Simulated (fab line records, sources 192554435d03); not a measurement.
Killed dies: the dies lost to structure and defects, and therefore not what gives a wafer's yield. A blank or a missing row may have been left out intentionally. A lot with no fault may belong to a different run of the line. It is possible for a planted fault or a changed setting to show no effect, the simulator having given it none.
Comparing a struck lot with a sound one || flow n5 finfet || 16 steps out of a route of 1938
Sound: wafers L867.1, L867.3, L867.4. Struck: wafer L878.4 (left out: L878.3, L878.5 of the same lot, which were not struck); the cause appears at the end.
For every step that has rows: the tool of each side, followed by ch and its chambers, followed by its first start. Under that, the readings that differ: sound wafers || struck wafers || difference of the means || sigmas: that difference in standard deviations of wafers without a fault.
alike: same words and numbers on both sides, and readings whose means sit less than 2 such deviations apart. not compared: any withheld reading, any reading some wafer has no value for, any bound like >300 that may hide the same value, and any number with overlapping values for which the record gives no deviation.
A row with sigmas, a row that says differs or no value, or rows on one side alone: a step with any of these is where the two part. When numbers do not overlap yet have no deviation, they are printed without sigmas and do not part them. A reading that every wafer of one side lacks parts them only if that side has two wafers or more.

first, 6 steps without rows for these wafers: N5_BEOL_M2_COAT_22 (resist thk 30 nm); N5_BEOL_M2_EBR_24; N5_BEOL_M2_SOFTBAKE_23 (time 60 s); N5_BEOL_M2_EXPOSE_25 (exposes mask V1, defocus 5 nm); N5_BEOL_M2_PEB_26 (peb time 60 s); N5_BEOL_M2_DEVELOP_27 (develop time 30 s).
N5_BEOL_M2_CD_MEAS_28: target cd 26.2 nm, target cd y 24.1 nm.
  sound on cd sem-02 ch 0, day 8 16:47; struck on cd sem-03 ch 0, day 11 01:58
  alike: cd nm
N5_BEOL_M2_OVL_MEAS_29:
  sound on overlay-02 ch 0, day 8 16:49; struck on overlay-01 ch 0, day 11 02:00
  alike: V1_OVL
N5_BEOL_M2_INSPECT_30: inspects for defects (brightfield).
  struck on defect inspect-02, day 11 02:02; sound on defect inspect-01, day 8 16:53
  alike: raw defect count
N5_BEOL_M2_DESCUM_33: chemistry O2, time 7 s.
  sound on rie diel-03 ch 0,2, day 8 17:01; struck on rie diel-01 ch 3, day 11 02:38
{"reading": "oes product au (a.u.)", "sound": "0.69 0.68 0.69", "struck": 0.88, "difference": "+0.19", "sigmas": "+2"}
  alike: drypump motor current A, o2 flow sccm, rf vpp V, showerhead plenum p Torr, throttle valve pct
  not compared: rf hours counter h
N5_BEOL_M2_ETCH_77: etches underlayer in N2/H2, target depth 6.5 nm, time 5.2 s.
  sound on rie diel-03 ch 0,2, day 8 17:03; struck on rie diel-01 ch 3, day 11 02:41
{"reading": "oes product au (a.u.)", "sound": "0.59 0.58 0.58", "struck": 0.75, "difference": "+0.17", "sigmas": "+2"}
{"reading": "rf vpp V (V)", "sound": "524.5 521.5 521.5", "struck": 529.1, "difference": "+6.6", "sigmas": "+2"}
  alike: drypump motor current A, etch rf on time s, h2 flow sccm, showerhead plenum p Torr, throttle valve pct
  not compared: rf hours counter h
N5_BEOL_M2_ETCH_69: etches SiARC in CF4, target depth 15.6 nm, time 26 s.
  sound on rie diel-03 ch 0,2, day 8 17:04; struck on rie diel-01 ch 3, day 11 02:41
{"reading": "oes product au (a.u.)", "sound": "0.59 0.58 0.58", "struck": 0.75, "difference": "+0.17", "sigmas": "+2"}
{"reading": "showerhead plenum p Torr (Torr)", "sound": "2.22 2.11 2.11", "struck": 2.29, "difference": "+0.14", "sigmas": "+2"}
  alike: drypump motor current A, etch rf on time s, rf vpp V, throttle valve pct
  not compared: rf hours counter h
N5_BEOL_M2_ALD_98: deposits SiO2, target thk 2.5 nm, pulse time 1 s, co reactant pulse time 1 s.
  sound on ald sin-04 ch 0,1,3, day 8 17:09; struck on ald sin-02 ch 2, day 11 02:56
{"reading": "ald cycles", "sound": "17 17 17", "struck": 13, "difference": -4, "sigmas": ""}
{"reading": "model.SiO2_of_BEOL_M2_ALD_98.thk nm (nm)", "sound": "2.4 2.4 2.4", "struck": 2, "difference": "+0", "sigmas": ""}
  alike: chamber pressure Torr, heater power w, precursor pulse height rel
N5_BEOL_M2_ETCHBACK_99: etches SiO2 in CHF3, target depth 5 nm, time 10.4 s.
  sound on rie diel-03 ch 0,1,2, day 8 17:17; struck on rie diel-05 ch 3, day 11 03:03
  alike: drypump motor current A, oes product au, rf vpp V, showerhead plenum p Torr, throttle valve pct
  not compared: rf hours counter h
-- a jump in the record: the struck wafers' starts before and after are 2 days apart (it breaks off in module BEOL_M2 and resumes in module BEOL_M4, where the first step shown is number 1111 of the route) --
N5_BEOL_M4_RC_MEAS_101:
  sound on prober-02 ch 0, day 9 17:02; struck on prober-01 ch 0, day 13 07:12
  alike: DIBL_N, DIBL_P, IOFF_N, IOFF_P, ION_N, ION_P, SS_N, SS_P, VT_N, VT_P
after that, 1 step had no rows for these wafers: N5_PASSIVATION_PROBE_49.

== WHERE THEY PART ==
Earliest at N5_BEOL_M2_DESCUM_33; latest, in this record, at N5_BEOL_M2_ETCH_69. Later steps at which nothing parts them and some readings are alike: N5_BEOL_M2_ALD_98, N5_BEOL_M2_ETCHBACK_99, N5_BEOL_M4_RC_MEAS_101.

WHY: what the simulator had put in
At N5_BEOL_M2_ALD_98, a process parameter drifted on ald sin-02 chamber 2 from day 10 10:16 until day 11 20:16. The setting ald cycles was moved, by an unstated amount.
